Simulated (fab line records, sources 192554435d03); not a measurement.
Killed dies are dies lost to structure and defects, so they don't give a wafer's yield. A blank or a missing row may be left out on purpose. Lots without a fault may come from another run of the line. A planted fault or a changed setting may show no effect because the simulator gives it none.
fab line records | flow n5_finfet
record lots=3 wafers=9 last_day=15
route steps=1938 shown SDB@370 DUMMY_REMOVAL@377 HKMG_FIN@385 BEOL_M4@1111 PASSIVATION@1936
lots that met no fault: from a run of the same line without faults
start_h: hours from the record's first day to the start of the lot's first wafer shown | wait_h: hours since the lot's step before | " the same as in the row above | L1.1+2: a row that stands for several wafers | - no value, or no start given | * or withheld: withheld | < > ~ a bound
route shown NAME@n: a module of which the file shows steps, and the number in the route of the first | usual: mean/standard deviation of fault-free wafers | same: alike in all rows | chamber/n: place in a boat | sites: the reading at each site | _std_site: their standard deviation | _edge_site: outer sites' mean less inner sites' | radius_mm: how far each site lies from the wafer's centre | mask NAME#n: copy n | behind: the tool/chamber that last shaped the wafer | hold: why the lot was held/for how many hours/how that ended | device: the transistor (n, p or np) that didn't switch | end of line: the same wafers' tests at the end of the route | a step without rows: its recipe alone | killed: dies lost to structure and defects at the first sort, not the wafer's yield | map: a wafer's dies, x killed, . not, _ none there
set.NAME: the setting as run; set.NAME@STEP: as run at that earlier step | model.NAME: the simulator's own value behind a step, which no gauge read
lots at some steps of the route; a table a step, a row a wafer
services: from which hour (start_h, from the record's first day; less than 0 if before it) a tool's chamber was out of use, for how many hours, and why
## steps
# step N5_SDB_PRECLEAN_38
# recipe chemistry=dHF time_s=10 dilution=750:1 temp_c=25
# step N5_SDB_PRECLEAN_39
# recipe chemistry=O3/DIW time_s=45 temp_c=22 o3_ppm=10
# step N5_SDB_SRD_28
# recipe dry=ipa_marangoni time_s=30 temp_c=23 rinse_liquid=diw
# step N5_SDB_ALD_29
# recipe material=SiNx target_thk_a=300 temp_c=400 ald_precursor_family=SiH2I2 ald_co_reactant=N2/H2-plasma pulse_time_s=1 ald_cycles=600 purge_time_s=2 co_reactant_purge_time_s=2 pressure_torr=2
# step N5_SDB_CMP_30
# recipe stop_on=poly-Si t_overpolish_s=1.54 post_cmp_clean=alkaline_brush down_force_psi=4.1491 platen_rpm=51.796 pad_velocity_m_s=1.0306 target_thk_nm=30
# step N5_DUMMY_REMOVAL_HM_STRIP_01
# recipe chemistry=CH3F/O2 material=SiNx target_depth_a=40 stop_on=poly-Si time_s=6.8 over_etch_frac=0.3 ion_energy_ev=60 power_w=410 bias_w=29 Ar_flow_sccm=150 CH3F_flow_sccm=30 O2_flow_sccm=20
# step N5_DUMMY_REMOVAL_STRIP_10
# recipe chemistry=N2/H2 time_s=40 power_w=100 temp_c=40 pressure_mtorr=100 rf_frequency_hz=6e+07 bias_power_w=3 n2_flow_sccm=300 h2_flow_sccm=300
# step N5_DUMMY_REMOVAL_PRECLEAN_07
# recipe chemistry=dHF time_s=30 temp_c=25 dilution=withheld
# step N5_DUMMY_REMOVAL_DUMMY_REMOVE_02
# recipe chemistry=TMAH temp_c=70 target=poly-Si stop_on=SiO2 target_depth_nm=142 conc_wt_pct=5 time_s=57 dry=ipa_marangoni rinse_time_s=30 rinse_temp_c=23
# step N5_DUMMY_REMOVAL_PRECLEAN_08
# recipe chemistry=NF3:NH3 afs_cycles=2 temp_c=30 time_s=20 sublimation_temp_c=180 sublimation_time_s=60 pressure_torr=3 rf_power_w=30
# columns lot.wafer tool chamber start_h wait_h
L331.2+3+6 remote_plasma-02 0 83.51 0.1
L339.2+3+6 remote_plasma-02 1 130.76 0.1
L343.1+2+4 remote_plasma-02 1 155.51 0.0
# step N5_DUMMY_REMOVAL_PRECLEAN_04
# recipe chemistry=DHF time_s=37 temp_c=25 dilution=500:1
# step N5_DUMMY_REMOVAL_SRD_05
# recipe dry=ipa_marangoni do_ppb=5 time_s=30 temp_c=23 rinse_liquid=diw
# step N5_HKMG_FIN_IL_REGROW_00
# recipe material=SiO2 target_thk_a=7.5 chemistry=O3 temp_c=withheld time_s=30
# step N5_HKMG_FIN_HK_ALD_01
# recipe material=HfO2 target_thk_a=16 temp_c=withheld ald_precursor_family=HfCl4 ald_co_reactant=H2O pulse_time_s=3 purge_time_s=3 co_reactant_purge_time_s=2.5 co_reactant_pulse_time_s=0.3 ald_cycles=30
# step N5_HKMG_FIN_HK_ANNEAL_02
# recipe temp_c=700 time_s=30 ambient=N2 idle_temp_c=600 ramp_up_c_per_s=150 ramp_down_c_per_s=60 cool_to_c=600
# step N5_HKMG_FIN_ALD_74
# recipe material=La2O3 target_thk_a=5 temp_c=250 ald_precursor_family=La-Cp ald_co_reactant=O3 pulse_time_s=6 co_reactant_pulse_time_s=1 purge_time_s=3 co_reactant_purge_time_s=3
# step N5_HKMG_FIN_ALD_75
# recipe material=Al2O3 target_thk_a=10 temp_c=150 ald_precursor_family=TMA ald_co_reactant=H2O pulse_time_s=withheld co_reactant_pulse_time_s=1
# step N5_HKMG_FIN_COAT_41
# recipe resist=SOC temp_c=250 time_s=60 spin_rpm=1500 resist_thk_nm=300
# step N5_HKMG_FIN_COAT_42
# recipe resist=SiARC temp_c=220 time_s=60 spin_rpm=1500 resist_thk_nm=35
# step N5_HKMG_FIN_COAT_43
# recipe resist=CAR-ArF spin_rpm=1500 resist_thk_nm=90
# step N5_HKMG_FIN_EBR_45
# recipe solvent=PGMEA ebr_width_mm=1.5
# step N5_HKMG_FIN_SOFTBAKE_44
# recipe temp_c=110 time_s=60 resist=CAR-ArF
# step N5_HKMG_FIN_EXPOSE_46
# recipe mask_id=NDIPOLE na=1.35 source_shape=conventional sigma_outer=0.8 polarization=unpolarized dose_mj=40
# step N5_HKMG_FIN_PEB_47
# recipe peb_temp_c=withheld peb_time_s=60 resist=CAR-ArF
# step N5_HKMG_FIN_DEVELOP_48
# recipe develop_time_s=30 developer=TMAH resist=CAR-ArF rinse_liquid=diw dry=air_spin dev_temp_c=23
# step N5_HKMG_FIN_DESCUM_53
# recipe chemistry=O2 time_s=7.9 source_power_w=50 bias_power_w=20 pressure_mtorr=20 rf_frequency_hz=2.712e+07 temp_c=40 resist=CAR-ArF o2_flow_sccm=225
# step N5_HKMG_FIN_ETCH_54
# recipe chemistry=CF4 target=SiARC target_depth_a=455 mask_material=CAR-ArF time_s=75.8 ion_energy_ev=80 pressure_mtorr=40 source_w=545 bias_w=36 Ar_flow_sccm=100 cf4_flow_sccm=100 ends=cleared
# step N5_HKMG_FIN_ETCH_55
# recipe chemistry=N2/H2 target=SOC target_depth_a=2400 temp_c=40 time_s=300 ion_energy_ev=200 mask_material=SiARC pressure_mtorr=30 source_w=840 bias_w=150 n2_flow_sccm=200 h2_flow_sccm=200
# step N5_HKMG_FIN_STRIP_56
# recipe chemistry=N2/H2 temp_c=40 n2_flow_sccm=200 h2_flow_sccm=200 rf_frequency_hz=6e+07
# step N5_HKMG_FIN_STRIP_57
# recipe chemistry=CF4 resist=SiARC power_w=300 bias_power_w=75 pressure_mtorr=50 cf4_flow_sccm=150 rf_frequency_hz=6e+07
# step N5_HKMG_FIN_ETCH_58
# recipe chemistry=N2/H2 target=SOC target_depth_a=2158 ion_energy_ev=50 bias_w=13 time_s=741 pressure_mtorr=30 source_w=875 n2_flow_sccm=200 h2_flow_sccm=200
# step N5_HKMG_FIN_STRIP_93
# recipe chemistry=N2/H2 material=SOC time_s=20 power_w=500 temp_c=40 pressure_mtorr=50 rf_frequency_hz=6e+07 bias_power_w=8 h2_frac=0.5 n2_flow_sccm=300 h2_flow_sccm=300
# step N5_HKMG_FIN_WET_ETCH_76
# recipe chemistry=dNH4OH mix=1:50 temp_c=25 target=Al2O3 stop_on=La2O3 target_depth_nm=2.25 dry=ipa_marangoni rinse_time_s=30 rinse_temp_c=23
# step N5_HKMG_FIN_STRIP_60
# recipe chemistry=N2/H2 power_w=2500 temp_c=300 h2_frac=0.65 time_s=360 pressure_mtorr=withheld n2_flow_sccm=1750 h2_flow_sccm=3250
# step N5_HKMG_FIN_WET_ETCH_77
# recipe chemistry=dHCl mix=1:10000 temp_c=25 target=La2O3 stop_on=HfO2 target_depth_nm=2
# step N5_HKMG_FIN_WET_ETCH_78
# recipe chemistry=dNH4OH mix=1:50 temp_c=25 target=Al2O3 stop_on=La2O3 target_depth_nm=4.5 dry=ipa_marangoni rinse_time_s=30 rinse_temp_c=23
# step N5_BEOL_M4_RC_MEAS_101
# usual DIBL_N=36.4/1.7 DIBL_P=36.4/2.1 EOT_N=10.51/0.1 EOT_P=10.46/0.11 IGATE_N=0.0134/0.0021 IGATE_P=0.0040/0.00062 IOFF_N=0.16/0.035 IOFF_N_85C=3.2/0.57 IOFF_N_LIN=0.076/0.013 IOFF_P=0.21/0.035 IOFF_P_85C=3.6/0.51 IOFF_P_LIN=0.100/0.013 ION_N=680/11 ION_P=465/6.8 SS_N=71.5/0.58 SS_P=73.2/0.72 VT_N=249/3.6 VT_P=-250/3.1
# columns lot.wafer tool chamber start_h wait_h DIBL_N[mV/V] DIBL_P[mV/V] EOT_N EOT_P IGATE_N[nA/um] IGATE_P[nA/um] IOFF_N[nA/um] IOFF_N_85C[nA/um] IOFF_N_LIN[nA/um] IOFF_P[nA/um] IOFF_P_85C[nA/um] IOFF_P_LIN[nA/um] ION_N[uA/um] ION_P[uA/um] SS_N[mV/dec] SS_P[mV/dec] VT_N[mV] VT_P[mV]
L331.2 prober-01 0 181.77 0.2 35.2 36.4 10.50 10.40 0.0138 0.0040 0.15 3.1 0.070 0.22 3.8 0.102 673 459 71.3 73.8 250 -253
L331.3 " 0 " " 37.7 38.3 10.54 10.32 0.0152 0.0044 0.21 3.9 0.090 0.26 4.3 0.116 691 470 72.4 74.5 245 -249
L331.6 " 0 " " 37.4 38.8 10.57 10.42 0.0139 0.0041 0.19 3.8 0.087 0.26 4.4 0.117 680 462 72.1 73.9 246 -250
L339.2 prober-01 0 220.90 0.2 36.7 34.2 10.63 10.55 0.0123 0.0036 0.15 3.0 0.071 0.20 3.4 0.097 678 458 71.6 73.0 249 -248
L339.3 " 0 " " 37.7 36.1 10.56 10.41 0.0142 0.0041 0.18 3.5 0.085 0.24 4.0 0.110 688 474 71.8 73.6 243 -246
L339.6 " 0 " " 36.3 33.6 10.63 10.49 0.0114 0.0033 0.14 2.7 0.067 0.19 3.3 0.094 668 459 71.7 72.5 253 -253
L343.1 prober-01 0 256.36 0.0 44.1 46.5 12.86 12.92 0.0009 0.0003 0.32 5.5 0.145 0.39 5.9 0.170 658 448 72.4 75.5 241 -245
L343.2 " 0 " " 36.8 37.1 10.41 10.33 0.0151 0.0044 0.15 2.9 0.068 0.18 3.2 0.086 663 451 71.1 73.1 253 -254
L343.4 " 0 " " 35.9 36.7 10.51 10.54 0.0129 0.0038 0.14 2.8 0.068 0.18 3.2 0.087 674 464 70.7 73.3 251 -253
# step N5_PASSIVATION_PROBE_49
# usual defect_limited_yield=91.3/1.4 killed_at_M0_to_M3=36/11 killed_at_M4_up=13/5.2 killed_at_contacts=13/6.5 killed_at_front_end=37/11 killed_at_other=3.6/2.9 killed_dies=103/17 killed_open=68/12 killed_short=33/7.3 sort_bin_4_leakage=0.01/0.039 sort_bin_5_function=5.2/0.91 sort_bin_6_memory=3.2/0.67 sort_n_pass=1077/17 sort_yield_pct=91.3/1.4
# same gross_dies=1180 killed_at_back_side=0 sort_bin_8_speed[%]=0
# columns lot.wafer tool chamber start_h wait_h defect_limited_yield[%] killed_at_M0_to_M3 killed_at_M4_up killed_at_contacts killed_at_front_end killed_at_other killed_dies killed_open killed_short sort_bin_4_leakage[%] sort_bin_5_function[%] sort_bin_6_memory[%] sort_n_pass sort_yield_pct[%]
L343.1 prober-01 - 367.10 0.0 91.5 26 28 6 35 5 100 57 41 2.37 5.1 3.1 1052 89.2
# killed by level:class
L343.1 BEOL_M4:geometric_particle:open=19 FIN_SAQP:geometric_particle:short=8 BEOL_M0_SAQP:geometric_particle:short=8 ILD0:geometric_particle:short=7 FIN_SAQP:geometric_particle:open=6 MOL_CONTACT_COAG:geometric_particle:open=6 BEOL_M0_SAQP:geometric_particle:open=6 STARTING-WAFER:geometric_particle:short=5
# map L343.4 (x killed, . not)
_________________...x........________________
______________.....x..xxx.x....._____________
___________.x........x.......x....x__________
__________.......x........x.....x..._________
________.............x.........x......_______
_______......x...........xx............______
______..................x..x...x........_____
_____...............................xx...____
____...x..x....x......x...................___
___............x......x.x.x............x...__
___.................................xx.....__
__...................................x......_
__x....x..........x.x.......x.............x._
_...............................x............
_....x...........................x.........x.
_..................x....x....................
_....x.....x....xx.x.x.......................
_..x.x...............x.......................
_.........................x........x......x..
_x......x................................x...
_...x.........x...............x..x...........
__..................x..x...x...x.x.........._
__...............................x.........._
___x.x.....x.x...xx.......x..x.............__
___.........x.xx.......x......x..x.........__
____...........x...........x..............___
_____.............xx.....xx....x.........____
______x..xx..x.x..........xx.x.........._____
_______.....x...........x........xx....______
________..............x............x.._______
__________............x............._________
___________................x.x...x.__________
______________.................._____________
_________________.....x......________________
# map L339.3 (x killed, . not)
_________________............________________
______________.xx.............x._____________
___________.x...x.x..x...x......x..__________
__________xx...x.x...............x.._________
________.............x..............x._______
_______x...............................______
______...............x......x....x.xx..._____
_____x.................x.....x..x.xx.....____
____...x........x......x..x..........x....___
___.........x..............x...............__
___........x............x.x........x.......__
__.x.......................................x_
__.................x.x....x............xx..._
_.......x.................x............x..x..
_xx..........x......x.x............x..x......
_..x............x.xx.........x..............x
_.....x.......x.......x....x.................
_................x......x.......x..........x.
_.......x..x.................................
_...x................................x.......
_.xx....x...............x....................
__...x..........x.x....xx..................._
__......x..xx...x.................xx.x......_
___.............x..............x....x......__
___.x...................x..................__
____...x..............xx.x............x...___
_____..........x.............x........x..____
______.................................._____
_______...............x.x.........x...x______
________.......x............x........._______
__________................x........._________
___________..xx........x.x.........__________
______________.................._____________
_________________............________________
## services
# columns tool chamber start_h hours kind
remote_plasma-02 - 80.77 0.9 repair
## key
first_sign step=N5_BEOL_M4_RC_MEAS_101 reading=EOT_N direction=up sigmas=23 usual=10.51 struck=12.86
effect step=N5_BEOL_M4_RC_MEAS_101 reading=EOT_P direction=up sigmas=22 usual=10.46 struck=12.92
effect step=N5_BEOL_M4_RC_MEAS_101 reading=IGATE_P direction=down sigmas=6 usual=0.0040 struck=0.0003
effect step=N5_BEOL_M4_RC_MEAS_101 reading=IGATE_N direction=down sigmas=5.9 usual=0.0134 struck=0.0009
effect step=N5_BEOL_M4_RC_MEAS_101 reading=IOFF_P_LIN direction=up sigmas=5.6 usual=0.100 struck=0.170
effect step=N5_BEOL_M4_RC_MEAS_101 reading=IOFF_N_LIN direction=up sigmas=5.3 usual=0.076 struck=0.145
effect step=N5_BEOL_M4_RC_MEAS_101 reading=IOFF_P direction=up sigmas=5.1 usual=0.21 struck=0.39
effect step=N5_BEOL_M4_RC_MEAS_101 reading=DIBL_P direction=up sigmas=4.8 usual=36.4 struck=46.5
effect step=N5_BEOL_M4_RC_MEAS_101 reading=DIBL_N direction=up sigmas=4.6 usual=36.4 struck=44.1
effect step=N5_BEOL_M4_RC_MEAS_101 reading=IOFF_P_85C direction=up sigmas=4.5 usual=3.6 struck=5.9
effect step=N5_BEOL_M4_RC_MEAS_101 reading=IOFF_N direction=up sigmas=4.4 usual=0.16 struck=0.32
effect step=N5_BEOL_M4_RC_MEAS_101 reading=IOFF_N_85C direction=up sigmas=4 usual=3.2 struck=5.5
effect step=N5_PASSIVATION_PROBE_49 reading=sort_bin_4_leakage direction=up sigmas=28 usual=0.01 struck=2.37
met_at N5_DUMMY_REMOVAL_PRECLEAN_08
struck_wafers L343.1
onset_between 130.76 155.51
fault kind=process_parameter_drift tool=remote_plasma-02 chamber=- onset_h=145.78 steps=N5_DUMMY_REMOVAL_PRECLEAN_08 channel=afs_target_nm offset=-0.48 shape=step end_h=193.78 scope=struck_wafers_only acts_in=these_recipes_only stated=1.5
